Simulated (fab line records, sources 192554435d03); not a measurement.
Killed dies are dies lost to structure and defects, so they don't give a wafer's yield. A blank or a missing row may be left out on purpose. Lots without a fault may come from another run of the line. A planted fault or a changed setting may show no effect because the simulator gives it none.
Split-lot experiment | flow n5_finfet | 7 lots, 39 wafers read, on a route of 1938 steps

THE SPLIT
At N5_WELL_APT_EXPOSE_05 (exposes mask NWELL, defocus 0 nm, target cd 200 nm), the setting dose_mj was moved away from the recipe's 20.3 on 15 of the 39 wafers read, by -6.6% to +7.0%. The other wafers ran this setting at the recipe's value.

FROM THE SPLIT TO THE READING: what the file shows between them, 3 steps
- N5_WELL_APT_PEB_06: peb time 90 s
- N5_WELL_APT_DEVELOP_07: develop time 45 s
- N5_WELL_APT_HARDBAKE_12: time 120 s

THE READING
cd_nm, in nm, at N5_WELL_APT_CD_MEAS_08 (target cd 200 nm). Fault-free wafers of this fab line usually give 200.7 nm, standard deviation 1.7 nm.

wafer  | tool, chamber at the split | dose_mj as run | against the recipe | cd_nm, nm | against lot-mates on the recipe
L075.1 | krf_scanner-02, 0          | 20.3           | recipe             | 200.3     | -
L075.3 | krf_scanner-02, 0          | 20.3           | recipe             | 201.1     | -
L075.4 | krf_scanner-02, 0          | 20.3           | recipe             | 200.4     | -
L076.1 | krf_scanner-02, 0          | 20.3           | recipe             | 201.7     | -
L076.2 | krf_scanner-02, 0          | 20.3           | recipe             | 200.3     | -
L076.3 | krf_scanner-02, 0          | 20.74          | +2.2%              | 204.3     | +3.8
L076.4 | krf_scanner-02, 0          | 20.3           | recipe             | 199.5     | -
L076.5 | krf_scanner-02, 0          | 20.74          | +2.2%              | 202.8     | +2.3
L076.6 | krf_scanner-02, 0          | 20.74          | +2.2%              | 203.4     | +2.9
L078.1 | krf_scanner-01, 0          | 20.3           | recipe             | 201.8     | -
L078.2 | krf_scanner-01, 0          | 21             | +3.4%              | 205.6     | +3.5
L078.3 | krf_scanner-01, 0          | 20.3           | recipe             | 202.5     | -
L078.4 | krf_scanner-01, 0          | 20.3           | recipe             | 202.1     | -
L078.5 | krf_scanner-01, 0          | 21             | +3.4%              | 207.7     | +5.6
L078.6 | krf_scanner-01, 0          | 21             | +3.4%              | 206.8     | +4.7
L086.1 | krf_scanner-01, 0          | 18.97          | -6.6%              | 190.3     | -11.7
L086.2 | krf_scanner-01, 0          | 18.97          | -6.6%              | 189.2     | -12.8
L086.3 | krf_scanner-01, 0          | 20.3           | recipe             | 203.0     | -
L086.4 | krf_scanner-01, 0          | 18.97          | -6.6%              | 189.2     | -12.8
L086.5 | krf_scanner-01, 0          | 20.3           | recipe             | 200.4     | -
L086.6 | krf_scanner-01, 0          | 20.3           | recipe             | 202.7     | -
L089.1 | krf_scanner-02, 0          | 20.3           | recipe             | 199.0     | -
L089.2 | krf_scanner-02, 0          | 20.3           | recipe             | 198.5     | -
L089.3 | krf_scanner-02, 0          | 20.3           | recipe             | 196.9     | -
L089.4 | krf_scanner-02, 0          | 20.3           | recipe             | 197.1     | -
L089.5 | krf_scanner-02, 0          | 20.3           | recipe             | 197.5     | -
L089.6 | krf_scanner-02, 0          | 20.3           | recipe             | 198.5     | -
L090.1 | krf_scanner-02, 0          | 20.3           | recipe             | 203.4     | -
L090.2 | krf_scanner-02, 0          | 20.3           | recipe             | 202.8     | -
L090.3 | krf_scanner-02, 0          | 21.73          | +7.0%              | 213.5     | +10.7
L090.4 | krf_scanner-02, 0          | 20.3           | recipe             | 202.2     | -
L090.5 | krf_scanner-02, 0          | 21.73          | +7.0%              | 214.9     | +12.1
L090.6 | krf_scanner-02, 0          | 21.73          | +7.0%              | 212.4     | +9.6
L093.1 | krf_scanner-02, 0          | 20.91          | +3.0%              | 208.9     | +6.5
L093.2 | krf_scanner-02, 0          | 20.91          | +3.0%              | 207.6     | +5.2
L093.3 | krf_scanner-02, 0          | 20.3           | recipe             | 201.3     | -
L093.4 | krf_scanner-02, 0          | 20.91          | +3.0%              | 207.9     | +5.5
L093.5 | krf_scanner-02, 0          | 20.3           | recipe             | 201.8     | -
L093.6 | krf_scanner-02, 0          | 20.3           | recipe             | 204.2     | -

THE FIT
A straight line over all 39 wafers: cd_nm changes by +1.79 nm for each +1% of dose_mj; r = +0.95; the points scatter about the line by 1.8 nm.
The same after taking each lot's own level away (the mean of its wafers on the recipe; 39 wafers): +1.69 nm for each +1%; r = +0.98; scatter 1 nm.
On that fit, the largest move of dose_mj shifts the reading by 12 nm.
The lots' own levels span 197.92 to 202.80 nm, that is 2.9 times the standard deviation above.
So the lot-to-lot level changes the slope little: the two slopes agree.
Check: with one of the wafers moved furthest among these (+7.0%) left out of the fit, the line predicts +11.8 nm for it against its lot-mates. It came out at +10.7 nm against them.

THE WHOLE CHAIN: every reading that the file lists as answering this split, in the file's order
step                   | what it does             | reading                                                         | change (the file's fit)              | r (the file's)
N5_WELL_APT_CD_MEAS_08 | target cd 200 nm         | cd_nm                                                           | +1.67 nm for each +1% of the setting | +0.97
N5_WELL_APT_DESCUM_13  | chemistry O2, time 7.9 s | WELL_APT.cd_nm (the simulator's own value, which no gauge read) | +1.67 nm for each +1% of the setting | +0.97

THE FILE'S OWN FIT
cd_nm changes by +1.67 nm for each +1% of dose_mj, r = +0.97.
